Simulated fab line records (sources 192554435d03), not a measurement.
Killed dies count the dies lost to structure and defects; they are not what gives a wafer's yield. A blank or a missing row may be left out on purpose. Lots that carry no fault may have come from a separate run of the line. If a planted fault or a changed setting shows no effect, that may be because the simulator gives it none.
Struck lot and sound lot, side by side | flow n5_finfet | 37 out of 1938 route steps
Sound: the wafers L826.1, L826.4, L826.5. Struck: wafers L824.1, L824.2, L824.4. The cause comes at the end.
For every step that has rows: the tool of each side, followed by ch and its chambers, followed by its first start. Under that, the readings that differ: sound wafers | struck wafers | difference of the means | sigmas: that difference in standard deviations of wafers without a fault.
alike: readings with means less than 2 such deviations apart, plus words and numbers identical on both sides. not compared: withheld readings, readings lacking a value on some wafer, bounds such as >300 that could conceal the same value, and numbers that have no deviation in the record and whose values overlap.
Wherever a step has rows on one side only, a row that says differs or no value, or a row with sigmas, the two part there. Non-overlapping numbers with no deviation appear without sigmas and do not part them. Lack of a reading on every wafer of one side parts them only where that side has two or more wafers.

first, 8 steps without rows for these wafers: N5_BEOL_M2_ECD_50 (material Cu, target thk 300 nm); N5_BEOL_M2_ANNEAL_51 (time 90 s); N5_BEOL_M2_CMP_52 (polishes, stops on SiOC, t overpolish 6.8 s, target thk 40 nm); N5_BEOL_M2_PRE_CLEAN_60 (time 15 s); N5_BEOL_M2_CO_CAP_55 (material Co, precursor CCTBA/H2, target thk 2 nm, time 102.1 s); N5_BEOL_M2_PRE_CLEAN_56 (time 15 s); N5_BEOL_M2_DEP_57 (deposits SiCN from 3MS/NH3, target thk 8 nm, time 14 s); N5_BEOL_M3_ILD_DEP_00 (deposits SiOC from DEMS/O2, target thk 79 nm, time 15.3 s).
N5_BEOL_M3_PECVD_72: deposits SiO2 from TEOS/O2, target thk 16 nm, time 18 s.
  sound on pecvd-01 ch 1,2, day 13 04:31; struck on pecvd-03 ch 0,2, day 12 20:40
  reading                                    | sound                | struck               | difference | sigmas
  susceptor_temp_C (C)                       | 399.96 400.18 399.81 | 404.07 403.91 403.81 | +3.95      | +19
  model.SiO2_of_BEOL_M3_PECVD_72.thk_nm (nm) | 16.2 16.2 16.6       | 15.6 15.4 15.6       | -0.8       |
  alike: heater_power_w, showerhead_plenum_p_Torr, throttle_valve_pct
  not compared: since_wet_clean_h
then, 25 steps without rows for these wafers: N5_BEOL_M3_HM_DEP_02 (deposits TiN, target thk 20 nm); N5_BEOL_M3_COAT_61 (time 60 s, resist thk 60 nm); N5_BEOL_M3_COAT_62 (time 60 s, resist thk 12 nm); N5_BEOL_M3_COAT_73 (time 60 s, resist thk 5 nm); N5_BEOL_M3_COAT_05 (resist thk 30 nm); N5_BEOL_M3_EBR_07; N5_BEOL_M3_SOFTBAKE_06 (time 60 s); N5_BEOL_M3_EXPOSE_08 (exposes mask M3); N5_BEOL_M3_PEB_09 (peb time 60 s); N5_BEOL_M3_DEVELOP_10 (develop time 30 s); N5_BEOL_M3_DESCUM_16 (chemistry O2, time 7 s); N5_BEOL_M3_ETCH_74 (etches underlayer in N2/H2, target depth 6.5 nm, time 5.2 s); N5_BEOL_M3_ETCH_63 (etches SiARC in CF4, target depth 15.6 nm, time 26 s); N5_BEOL_M3_ETCH_64 (etches SOC in N2/H2, target depth 75 nm, overetch 15 nm, time 112.5 s); N5_BEOL_M3_STRIP_65 (strips in N2/H2); N5_BEOL_M3_STRIP_75 (strips in N2/H2); N5_BEOL_M3_STRIP_66 (strips in CF4); N5_BEOL_M3_HM_OPEN_17 (chemistry Cl2/BCl3, target TiN, target depth 20 nm, overetch 6 nm); N5_BEOL_M3_STRIP_19 (strips in O2); N5_BEOL_M3_COAT_67 (time 60 s, resist thk 60 nm); N5_BEOL_M3_COAT_68 (time 60 s, resist thk 12 nm); N5_BEOL_M3_COAT_76 (time 60 s, resist thk 5 nm); N5_BEOL_M3_COAT_22 (resist thk 30 nm); N5_BEOL_M3_EBR_24; N5_BEOL_M3_SOFTBAKE_23 (time 60 s).
N5_BEOL_M3_HM_STRIP_39: strips TiN in peroxide tin strip, target depth 25 nm, time 158 s.
  sound on wet_bench-06 ch 0,1,2, day 14 04:37; struck on wet_bench-05 ch 1,2,5, day 13 15:04
  reading                                    | sound        | struck         | difference | sigmas
  model.SiO2_of_BEOL_M3_PECVD_72.thk_nm (nm) | 16 16.2 16.4 | 15.4 15.4 15.4 | -0.8       |
N5_BEOL_M4_RC_MEAS_101:
  sound on prober-01 ch 0, day 15 11:28; struck on prober-02 ch 0, day 14 12:47
  reading   | sound          | struck         | difference | sigmas
  VT_P (mV) | -247 -249 -248 | -254 -255 -256 | -7         | -2
  alike: DIBL_N, DIBL_P, IOFF_N, IOFF_P, ION_N, ION_P, SS_N, SS_P, VT_N
-- a jump in the record: the struck wafers' starts before and after are 5 days apart (it breaks off in module BEOL_M4 and resumes in module PASSIVATION, where the first step shown is number 1936 of the route) --
N5_PASSIVATION_PROBE_49:
  record: rows for the struck wafers here (prober-01, day 19 02:28), none for the sound ones

WHERE THEY PART
At N5_BEOL_M3_PECVD_72 first; at N5_PASSIVATION_PROBE_49 last (within this record only).

WHY: whatever the simulator had introduced
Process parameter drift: pecvd-03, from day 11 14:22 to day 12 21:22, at N5_BEOL_M3_PECVD_72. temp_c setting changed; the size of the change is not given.
